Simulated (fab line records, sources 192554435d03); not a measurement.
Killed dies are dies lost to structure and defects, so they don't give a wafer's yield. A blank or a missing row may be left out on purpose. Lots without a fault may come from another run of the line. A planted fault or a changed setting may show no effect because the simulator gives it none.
Chamber matching | flow n5_finfet | N5_BEOL_M14_ETCH_59 on rie_diel-06: 4 sister chambers
The step etches BARC in N2/H2, target depth 89 nm, overetch 26.7 nm, time 67.9 s. 4 wafers are shown with their chamber, then 7 later ones without.

WAFERS WITH THEIR CHAMBER
wafer  | chamber | drypump_motor_current_A (A)
L085.1 | 1       | 6.5
L085.6 | 0       | 5.3
L090.1 | 2       | 6.4
L090.3 | 3       | 5.7

WAFERS WITHOUT THEIR CHAMBER
wafer  | drypump_motor_current_A (A)
L090.5 | 6.5
L091.1 | 5.4
L091.2 | 5.7
L091.4 | 6.4
L096.4 | 6.5
L096.5 | 5.3
L096.6 | 5.7

WHICH CHAMBER EACH WENT THROUGH
wafer  | from the rows above | in truth
L090.5 | 1                   | 1
L091.1 | 0                   | 0
L091.2 | 3                   | 3
L091.4 | 2                   | 2
L096.4 | 1                   | 1
L096.5 | 0                   | 0
L096.6 | 3                   | 3
Placed correctly: 7 of 7. Can't be placed from these rows: 0. Placed wrongly: 0.
How it was worked out, from the rows above alone: a wafer's distance from a chamber is the root of the sum, over the readings, of the square of ((its reading less the chamber's mean) divided by the reading's scatter). The wafer belongs to the nearest chamber; if the next one is less than 2 further off, it can't be placed. A chamber's mean is the mean of its shown wafers. The scatter: with one shown wafer a chamber, the root of the mean of the squares of how far each hidden wafer lies from its nearest shown one.
